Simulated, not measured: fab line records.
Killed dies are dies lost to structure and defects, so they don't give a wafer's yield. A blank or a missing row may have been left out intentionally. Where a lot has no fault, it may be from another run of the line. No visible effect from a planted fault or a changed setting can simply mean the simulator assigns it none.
Split-lot experiment    flow n5-finfet    39 wafers read from 7 lots, route of 1938 steps

## ABOUT THE SPLIT
At N5_SD_EPI_P_EPI_21 (deposits SiGe:B, time 355 s), the setting epi-growth-time-s was moved away from the recipe's 355 s on 18 of the 39 wafers read, by -8.9% to +10.9%. The other wafers ran this setting at the recipe's value.

## FROM THE SPLIT TO THE READING: what the file shows between them, 3 steps
- N5_SD_EPI_P_HM_STRIP_48: strips SiNx in H3PO4, material SiNx, target depth 3 nm
- N5_SD_ACTIVATION_RTA_00: time 0 s
- N5_SD_ACTIVATION_LSA_01: time 0.0008 s

## THE READING
Measured at N5_SD_ACTIVATION_RS_MEAS_03 by four-point probe: RS_SD_P, in ohm/sq. Fault-free wafers of this fab line usually give 55.9 ohm/sq, standard deviation 0.94 ohm/sq.

wafer   tool, chamber at the split  epi-growth-time-s as run, s  against the recipe  RS_SD_P, ohm/sq  against lot-mates on the recipe
L074.1  epi-rpcvd-04, 0             355                          recipe              57.2             -
L074.2  epi-rpcvd-04, 0             393.6                        +10.9%              54.0             -3.5
L074.3  epi-rpcvd-04, 0             393.6                        +10.9%              53.8             -3.7
L074.4  epi-rpcvd-04, 0             393.6                        +10.9%              53.2             -4.3
L074.5  epi-rpcvd-04, 0             355                          recipe              57.7             -
L074.6  epi-rpcvd-04, 0             355                          recipe              57.5             -
L079.1  epi-rpcvd-02, 0             355                          recipe              55.8             -
L079.2  epi-rpcvd-02, 0             355                          recipe              56.7             -
L079.3  epi-rpcvd-02, 0             373.5                        +5.2%               54.3             -1.8
L079.4  epi-rpcvd-02, 0             373.5                        +5.2%               54.9             -1.2
L079.5  epi-rpcvd-02, 0             373.5                        +5.2%               55.3             -0.8
L079.6  epi-rpcvd-02, 0             355                          recipe              55.9             -
L081.1  epi-rpcvd-01, 0             355                          recipe              55.3             -
L081.2  epi-rpcvd-01, 0             355                          recipe              55.5             -
L081.3  epi-rpcvd-01, 0             323.3                        -8.9%               59.9             +4.7
L081.4  epi-rpcvd-01, 0             323.3                        -8.9%               59.2             +4.0
L081.5  epi-rpcvd-01, 0             355                          recipe              54.9             -
L081.6  epi-rpcvd-01, 0             323.3                        -8.9%               59.3             +4.1
L082.1  epi-rpcvd-04, 0             355                          recipe              55.1             -
L082.2  epi-rpcvd-04, 0             355                          recipe              54.9             -
L082.3  epi-rpcvd-04, 0             355                          recipe              54.6             -
L082.4  epi-rpcvd-04, 0             383.4                        +8.0%               53.3             -1.6
L082.5  epi-rpcvd-04, 0             383.4                        +8.0%               52.4             -2.5
L082.6  epi-rpcvd-04, 0             383.4                        +8.0%               52.5             -2.4
L087.1  epi-rpcvd-04, 0             355                          recipe              55.6             -
L087.2  epi-rpcvd-04, 0             341.7                        -3.7%               57.7             +2.3
L087.3  epi-rpcvd-04, 0             341.7                        -3.7%               57.0             +1.6
L087.4  epi-rpcvd-04, 0             355                          recipe              55.6             -
L087.5  epi-rpcvd-04, 0             355                          recipe              55.0             -
L087.6  epi-rpcvd-04, 0             341.7                        -3.7%               57.6             +2.2
L092.1  epi-rpcvd-04, 0             355                          recipe              55.2             -
L092.4  epi-rpcvd-04, 0             355                          recipe              55.2             -
L092.6  epi-rpcvd-04, 0             355                          recipe              55.1             -
L097.1  epi-rpcvd-02, 0             391                          +10.1%              53.1             -3.6
L097.2  epi-rpcvd-02, 0             391                          +10.1%              52.6             -4.1
L097.3  epi-rpcvd-02, 0             391                          +10.1%              53.3             -3.4
L097.4  epi-rpcvd-02, 0             355                          recipe              56.0             -
L097.5  epi-rpcvd-02, 0             355                          recipe              57.3             -
L097.6  epi-rpcvd-02, 0             355                          recipe              56.8             -

FIT RESULTS
A straight line over all 39 wafers: RS_SD_P changes by -0.309 ohm/sq for each +1% of epi-growth-time-s; r = -0.89; the points scatter about the line by 0.87 ohm/sq.
The same after taking each lot's own level away (the mean of its wafers on the recipe; 39 wafers): -0.379 ohm/sq for each +1%; r = -0.97; scatter 0.49 ohm/sq.
Per that fit: largest epi-growth-time-s move, reading shift of 4.1 ohm/sq.
Across the lots, their own levels run from 54.87 to 57.47 ohm/sq, a range of 2.8 times the standard deviation given above.
Hence the slope depends on the lot-to-lot level, as the two fits are not the same.
Check: with one of the wafers moved furthest among these (+10.9%) left out of the fit, the line predicts -3.9 ohm/sq for it against its lot-mates. It came out at -3.47 ohm/sq against them.

## OTHER SPLITS ON THESE WAFERS
Note: prior to the reading, these wafers also went through further splits. Each is held against what the fit with the lots' levels taken away leaves over:
other split on the same wafers           wafers away from the commonest value  r with RS_SD_P (lot level and that fit taken away)
N5_FIN_SAQP_SPACER2_ALD_28 target-thk-a  12                                    +0.05
N5_DUMMY_GATE_ETCH_31 target-depth-a     12                                    -0.30
N5_DUMMY_GATE_ETCH_42 bias-w             15                                    -0.04

## THE WHOLE CHAIN: every reading that the file lists as answering this split, in the file's order
step                         what it does                  reading                                                                            change (the file's fit)                r (the file's)
N5_SD_EPI_P_EPI_21           deposits SiGe:B, time 355 s   SiGe-B_of_SD_EPI_P_EPI_21.thk-nm (the simulator's own value, which no gauge read)  +0.404 nm for each +1% of the setting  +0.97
N5_SD_ACTIVATION_RS_MEAS_03  measures by four-point-probe  RS_SD_P                                                                            -0.363 for each +1% of the setting     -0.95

## THE FILE'S OWN FIT
RS_SD_P changes by -0.363 ohm/sq for each +1% of epi-growth-time-s, r = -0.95.
